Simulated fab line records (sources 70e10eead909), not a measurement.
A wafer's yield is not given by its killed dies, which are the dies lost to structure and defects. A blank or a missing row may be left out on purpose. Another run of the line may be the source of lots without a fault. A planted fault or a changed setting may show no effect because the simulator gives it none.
Chamber matching	flow nand_harc	NHARC_P_GATE_STRIP_101 on rie_diel-02: 4 sister chambers
The step strips in O2, time 20 s. 18 wafers are shown with their chamber, then 9 later ones without.

## WAFERS, EACH WITH ITS CHAMBER
wafer	chamber	oes_product_au (a.u.)	rf_vpp_V (V)	chamber_pressure_mTorr (mTorr)
L076.2	2	1.001	58.3	59.98
L076.4	1	0.997	58.7	60.01
L076.6	1	0.993	57.0	60.02
L080.1	2	0.996	55.5	60.01
L080.2	1	1.001	56.4	59.98
L080.3	0	1.009	57.4	60.00
L081.2	2	1.007	57.8	60.01
L081.4	3	0.993	57.5	59.89
L081.5	3	0.984	59.1	60.00
L082.2	3	1.008	57.8	59.93
L082.5	0	1.009	57.6	60.02
L082.6	3	0.993	58.4	60.03
L087.2	1	0.997	56.8	60.05
L087.3	0	1.010	58.2	60.00
L087.5	2	1.001	58.4	59.95
L093.3	2	0.994	58.1	60.04
L093.4	1	1.006	56.4	59.94
L093.6	2	1.017	58.5	60.05

SIGNATURES (averages over the wafers above)
reading	chamber 0	chamber 1	chamber 2	chamber 3	scatter within a chamber
oes_product_au	1.00933	0.99880	1.00267	0.99450	0.00729
rf_vpp_V	57.733	57.060	57.767	58.200	0.924
chamber_pressure_mTorr	60.0067	60.0000	60.0067	59.9625	0.0435
Rule: for a wafer and a chamber, the distance is found by dividing, reading by reading, the gap between the wafer's reading and the chamber's mean by the reading's scatter, squaring, summing and taking the root. If the next closest chamber is less than 2 further off than the closest, the wafer can't be placed; otherwise it belongs to the closest. The scatter is the square root of a quotient: the sum, over the shown wafers, of each reading's squared deviation from its chamber's mean, divided by wafers minus chambers.

## WAFERS MISSING THEIR CHAMBER
wafer	oes_product_au (a.u.)	rf_vpp_V (V)	chamber_pressure_mTorr (mTorr)
L095.2	0.996	58.1	60.00
L095.4	1.014	57.2	59.92
L095.5	1.005	57.2	60.03
L096.1	0.992	56.9	60.05
L096.3	1.002	58.8	60.02
L096.4	0.991	59.4	59.99
L097.2	1.007	58.1	60.08
L097.4	1.005	58.1	60.01
L097.6	0.999	57.4	59.98

## WHICH CHAMBER EACH ONE RAN IN
wafer	from the rows above	in truth
L095.2	can't be placed: 3 or 2 or 1 or 0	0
L095.4	can't be placed: 0 or 2 or 1 or 3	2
L095.5	can't be placed: 2 or 0 or 1 or 3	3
L096.1	can't be placed: 1 or 2 or 3 or 0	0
L096.3	can't be placed: 2 or 0 or 3 or 1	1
L096.4	can't be placed: 3 or 2 or 1 or 0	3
L097.2	can't be placed: 0 or 2 or 1 or 3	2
L097.4	can't be placed: 2 or 0 or 1 or 3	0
L097.6	can't be placed: 1 or 2 or 3 or 0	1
Placed correctly: 0 of 9. Cannot be placed on the basis of these rows: 9; the candidates contain the true chamber in 9. Placed wrongly: 0.
